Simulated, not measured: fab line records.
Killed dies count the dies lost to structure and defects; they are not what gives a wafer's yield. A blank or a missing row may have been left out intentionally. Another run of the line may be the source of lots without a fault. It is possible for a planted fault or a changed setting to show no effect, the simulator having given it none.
Split-lot study / flow n5 finfet / 39 wafers read from 7 lots, route of 1938 steps

== THE SPLIT ==
At N5_HKMG_FIN_ETCH_32 (etches SOC in N2/H2, target depth 240 nm, time 300 s), the setting bias w was moved away from the recipe's 150 W on 9 of the 39 wafers read, by -11.6% to +18.9%. For the rest of the wafers, this setting stayed at what the recipe calls for.

The split's own step is where the reading is taken.

== THE READING ==
rf vpp V, in V, at N5_HKMG_FIN_ETCH_32 (etches SOC in N2/H2, target depth 240 nm, time 300 s). On this fab line, fault-free wafers typically give 524.6 V with a standard deviation of 1.6 V.

wafer=L078.1; tool, chamber at the split=rie diel-05, 3; bias w as run, W=158.4; against the recipe=+5.6%; rf vpp V, V=544.3; against lot-mates on the recipe=+20.0
wafer=L078.2; tool, chamber at the split=rie diel-05, 0; bias w as run, W=150; against the recipe=recipe; rf vpp V, V=524.1; against lot-mates on the recipe=-
wafer=L078.3; tool, chamber at the split=rie diel-05, 2; bias w as run, W=150; against the recipe=recipe; rf vpp V, V=523.6; against lot-mates on the recipe=-
wafer=L078.4; tool, chamber at the split=rie diel-05, 1; bias w as run, W=158.4; against the recipe=+5.6%; rf vpp V, V=540.5; against lot-mates on the recipe=+16.2
wafer=L078.5; tool, chamber at the split=rie diel-05, 1; bias w as run, W=158.4; against the recipe=+5.6%; rf vpp V, V=540.1; against lot-mates on the recipe=+15.8
wafer=L078.6; tool, chamber at the split=rie diel-05, 0; bias w as run, W=150; against the recipe=recipe; rf vpp V, V=525.3; against lot-mates on the recipe=-
wafer=L081.1; tool, chamber at the split=rie diel-04, 3; bias w as run, W=150; against the recipe=recipe; rf vpp V, V=525.1; against lot-mates on the recipe=-
wafer=L081.2; tool, chamber at the split=rie diel-04, 2; bias w as run, W=150; against the recipe=recipe; rf vpp V, V=524.0; against lot-mates on the recipe=-
wafer=L081.3; tool, chamber at the split=rie diel-04, 0; bias w as run, W=150; against the recipe=recipe; rf vpp V, V=522.6; against lot-mates on the recipe=-
wafer=L081.4; tool, chamber at the split=rie diel-04, 1; bias w as run, W=150; against the recipe=recipe; rf vpp V, V=526.2; against lot-mates on the recipe=-
wafer=L081.5; tool, chamber at the split=rie diel-04, 2; bias w as run, W=150; against the recipe=recipe; rf vpp V, V=523.2; against lot-mates on the recipe=-
wafer=L081.6; tool, chamber at the split=rie diel-04, 3; bias w as run, W=150; against the recipe=recipe; rf vpp V, V=526.5; against lot-mates on the recipe=-
wafer=L084.1; tool, chamber at the split=rie diel-02, 1; bias w as run, W=178.3; against the recipe=+18.9%; rf vpp V, V=583.7; against lot-mates on the recipe=+58.7
wafer=L084.2; tool, chamber at the split=rie diel-02, 2; bias w as run, W=150; against the recipe=recipe; rf vpp V, V=524.3; against lot-mates on the recipe=-
wafer=L084.3; tool, chamber at the split=rie diel-02, 0; bias w as run, W=178.3; against the recipe=+18.9%; rf vpp V, V=584.8; against lot-mates on the recipe=+59.8
wafer=L084.4; tool, chamber at the split=rie diel-02, 3; bias w as run, W=178.3; against the recipe=+18.9%; rf vpp V, V=587.6; against lot-mates on the recipe=+62.6
wafer=L084.5; tool, chamber at the split=rie diel-02, 3; bias w as run, W=150; against the recipe=recipe; rf vpp V, V=525.2; against lot-mates on the recipe=-
wafer=L084.6; tool, chamber at the split=rie diel-02, 0; bias w as run, W=150; against the recipe=recipe; rf vpp V, V=525.4; against lot-mates on the recipe=-
wafer=L087.1; tool, chamber at the split=rie diel-05, 3; bias w as run, W=150; against the recipe=recipe; rf vpp V, V=526.5; against lot-mates on the recipe=-
wafer=L087.2; tool, chamber at the split=rie diel-05, 0; bias w as run, W=150; against the recipe=recipe; rf vpp V, V=524.1; against lot-mates on the recipe=-
wafer=L087.3; tool, chamber at the split=rie diel-05, 1; bias w as run, W=150; against the recipe=recipe; rf vpp V, V=521.6; against lot-mates on the recipe=-
wafer=L087.4; tool, chamber at the split=rie diel-05, 2; bias w as run, W=150; against the recipe=recipe; rf vpp V, V=523.7; against lot-mates on the recipe=-
wafer=L087.5; tool, chamber at the split=rie diel-05, 3; bias w as run, W=150; against the recipe=recipe; rf vpp V, V=526.9; against lot-mates on the recipe=-
wafer=L087.6; tool, chamber at the split=rie diel-05, 2; bias w as run, W=150; against the recipe=recipe; rf vpp V, V=524.2; against lot-mates on the recipe=-
wafer=L093.1; tool, chamber at the split=rie diel-05, 2; bias w as run, W=132.6; against the recipe=-11.6%; rf vpp V, V=483.9; against lot-mates on the recipe=-39.3
wafer=L093.2; tool, chamber at the split=rie diel-05, 3; bias w as run, W=132.6; against the recipe=-11.6%; rf vpp V, V=487.0; against lot-mates on the recipe=-36.2
wafer=L093.3; tool, chamber at the split=rie diel-05, 1; bias w as run, W=150; against the recipe=recipe; rf vpp V, V=521.8; against lot-mates on the recipe=-
wafer=L093.4; tool, chamber at the split=rie diel-05, 0; bias w as run, W=150; against the recipe=recipe; rf vpp V, V=524.5; against lot-mates on the recipe=-
wafer=L093.5; tool, chamber at the split=rie diel-05, 2; bias w as run, W=150; against the recipe=recipe; rf vpp V, V=523.2; against lot-mates on the recipe=-
wafer=L093.6; tool, chamber at the split=rie diel-05, 1; bias w as run, W=132.6; against the recipe=-11.6%; rf vpp V, V=483.7; against lot-mates on the recipe=-39.5
wafer=L094.2; tool, chamber at the split=rie diel-05, 3; bias w as run, W=150; against the recipe=recipe; rf vpp V, V=527.7; against lot-mates on the recipe=-
wafer=L094.3; tool, chamber at the split=rie diel-05, 0; bias w as run, W=150; against the recipe=recipe; rf vpp V, V=524.2; against lot-mates on the recipe=-
wafer=L094.6; tool, chamber at the split=rie diel-05, 3; bias w as run, W=150; against the recipe=recipe; rf vpp V, V=527.8; against lot-mates on the recipe=-
wafer=L096.1; tool, chamber at the split=rie diel-04, 0; bias w as run, W=150; against the recipe=recipe; rf vpp V, V=521.4; against lot-mates on the recipe=-
wafer=L096.2; tool, chamber at the split=rie diel-04, 1; bias w as run, W=150; against the recipe=recipe; rf vpp V, V=525.9; against lot-mates on the recipe=-
wafer=L096.3; tool, chamber at the split=rie diel-04, 3; bias w as run, W=150; against the recipe=recipe; rf vpp V, V=525.4; against lot-mates on the recipe=-
wafer=L096.4; tool, chamber at the split=rie diel-04, 2; bias w as run, W=150; against the recipe=recipe; rf vpp V, V=523.3; against lot-mates on the recipe=-
wafer=L096.5; tool, chamber at the split=rie diel-04, 0; bias w as run, W=150; against the recipe=recipe; rf vpp V, V=521.8; against lot-mates on the recipe=-
wafer=L096.6; tool, chamber at the split=rie diel-04, 3; bias w as run, W=150; against the recipe=recipe; rf vpp V, V=525.7; against lot-mates on the recipe=-

THE FIT
A straight line over all 39 wafers: rf vpp V changes by +3.27 V for each +1% of bias w; r = +1.00; the points scatter about the line by 1.8 V.
The same after taking each lot's own level away (the mean of its wafers on the recipe; 39 wafers): +3.22 V for each +1%; r = +1.00; scatter 1.6 V.
That fit puts the effect of the largest move of bias w on the reading at 61 V.
Measured against the standard deviation above, the lots' own levels, which go from 523.17 to 526.57 V, span 2.1 times it.
Consequently the slope shifts little with the lot-to-lot level, the two slopes agreeing.
Check: for one of the wafers moved furthest among these (+18.9%), held out of the fit, the line's prediction against its lot-mates is +61.3 V. Against them it came out at +58.7 V.
Tool readings at the split's step, against how far the setting was moved: rf vpp V r = +1.00.

== OTHER SPLITS ON THESE WAFERS ==
These wafers also went through other splits before the reading. Each is held against what the fit with the lots' levels taken away leaves over:
other split on the same wafers=N5_DUMMY_GATE_ETCH_31 target depth a; wafers away from the commonest value=12; r with rf vpp V (lot level and that fit taken away)=+0.05
other split on the same wafers=N5_DUMMY_GATE_ETCH_42 bias w; wafers away from the commonest value=9; r with rf vpp V (lot level and that fit taken away)=+0.02
other split on the same wafers=N5_SD_EPI_P_ETCH_16 target depth a; wafers away from the commonest value=12; r with rf vpp V (lot level and that fit taken away)=+0.00

== THE WHOLE CHAIN: every reading that the file lists as answering this split, in the file's order ==
step=N5_HKMG_FIN_ETCH_32; what it does=etches SOC in N2/H2, target depth 240 nm, time 300 s; reading=rf vpp V; change (the file's fit)=+3.22 V for each +1% of the setting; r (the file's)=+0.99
step=N5_HKMG_FIN_ETCH_32; what it does=etches SOC in N2/H2, target depth 240 nm, time 300 s; reading=HKMG_FIN.feature depth nm (the simulator's own value, which no gauge read); change (the file's fit)=+1.2 nm for each +1% of the setting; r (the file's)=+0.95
step=N5_HKMG_FIN_ETCH_32; what it does=etches SOC in N2/H2, target depth 240 nm, time 300 s; reading=etch.depth nm (the simulator's own value, which no gauge read); change (the file's fit)=+1.2 nm for each +1% of the setting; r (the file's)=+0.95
step=N5_HKMG_FIN_ETCH_32; what it does=etches SOC in N2/H2, target depth 240 nm, time 300 s; reading=SiARC_of_HKMG_FIN_COAT_30.thk nm (the simulator's own value, which no gauge read); change (the file's fit)=-0.174 nm for each +1% of the setting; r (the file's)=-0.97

== FILE'S OWN FIT ==
rf vpp V changes by +3.22 V for each +1% of bias w, r = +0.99.
